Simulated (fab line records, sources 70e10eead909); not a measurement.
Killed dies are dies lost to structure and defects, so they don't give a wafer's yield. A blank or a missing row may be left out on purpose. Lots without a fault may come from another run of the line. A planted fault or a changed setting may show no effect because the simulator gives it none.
Chamber matching | flow nand_harc | NHARC_A_WL_FILL_CMP_12 on cmp-03: 4 sister chambers
The step polishes, t overpolish 30 s, target thk 75 nm. 4 wafers are shown with their chamber, then 8 later ones without.

WAFERS WITH THEIR CHAMBER
wafer  | chamber | motor_current_A (A)
L087.1 | 1       | 12.5
L087.2 | 0       | 11.8
L087.4 | 2       | 10.9
L090.2 | 3       | 15.1

WAFERS WITHOUT THEIR CHAMBER
wafer  | motor_current_A (A)
L090.4 | 13.6
L090.5 | 12.6
L093.1 | 14.7
L093.2 | 11.1
L093.6 | 10.4
L097.1 | 12.7
L097.2 | 10.9
L097.4 | 14.6

WHICH CHAMBER EACH WENT THROUGH
wafer  | from the rows above          | in truth
L090.4 | can't be placed: 1 or 3 or 0 | 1
L090.5 | can't be placed: 1 or 0      | 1
L093.1 | 3                            | 3
L093.2 | can't be placed: 2 or 0      | 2
L093.6 | can't be placed: 2 or 0      | 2
L097.1 | can't be placed: 1 or 0      | 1
L097.2 | can't be placed: 2 or 0      | 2
L097.4 | 3                            | 3
Placed correctly: 2 of 8. Can't be placed from these rows: 6 (the true chamber is among the candidates in 6). Placed wrongly: 0.
How it was worked out, from the rows above alone: a wafer's distance from a chamber is the root of the sum, over the readings, of the square of ((its reading less the chamber's mean) divided by the reading's scatter). The wafer belongs to the nearest chamber; if the next one is less than 2 further off, it can't be placed. A chamber's mean is the mean of its shown wafers. The scatter: with one shown wafer a chamber, the root of the mean of the squares of how far each hidden wafer lies from its nearest shown one.
